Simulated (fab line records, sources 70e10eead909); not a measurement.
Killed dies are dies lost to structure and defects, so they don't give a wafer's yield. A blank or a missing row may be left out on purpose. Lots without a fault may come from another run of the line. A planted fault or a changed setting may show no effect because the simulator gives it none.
Chamber matching | flow nand_harc | NHARC_P_M0_STRIP_18 on rie_diel-02: 4 sister chambers
The step strips in N2/H2. 4 wafers are shown with their chamber, then 12 later ones without.

WAFERS WITH THEIR CHAMBER
wafer  | chamber | drypump_motor_current_A (A)
L088.2 | 1       | 6.05
L092.2 | 0       | 6.23
L092.4 | 2       | 6.34
L092.5 | 3       | 5.60

WAFERS WITHOUT THEIR CHAMBER
wafer  | drypump_motor_current_A (A)
L095.2 | 6.04
L095.4 | 6.18
L095.5 | 6.39
L094.1 | 5.59
L094.2 | 6.39
L094.4 | 6.22
L096.2 | 5.60
L096.4 | 6.18
L096.6 | 5.99
L097.2 | 5.60
L097.4 | 6.25
L097.6 | 6.03

WHICH CHAMBER EACH WENT THROUGH
wafer  | from the rows above | in truth
L095.2 | 1                   | 1
L095.4 | 0                   | 0
L095.5 | 2                   | 2
L094.1 | 3                   | 3
L094.2 | 2                   | 2
L094.4 | 0                   | 0
L096.2 | 3                   | 3
L096.4 | 0                   | 0
L096.6 | 1                   | 1
L097.2 | 3                   | 3
L097.4 | 0                   | 0
L097.6 | 1                   | 1
Placed correctly: 12 of 12. Can't be placed from these rows: 0. Placed wrongly: 0.
How it was worked out, from the rows above alone: a wafer's distance from a chamber is the root of the sum, over the readings, of the square of ((its reading less the chamber's mean) divided by the reading's scatter). The wafer belongs to the nearest chamber; if the next one is less than 2 further off, it can't be placed. A chamber's mean is the mean of its shown wafers. The scatter: with one shown wafer a chamber, the root of the mean of the squares of how far each hidden wafer lies from its nearest shown one.
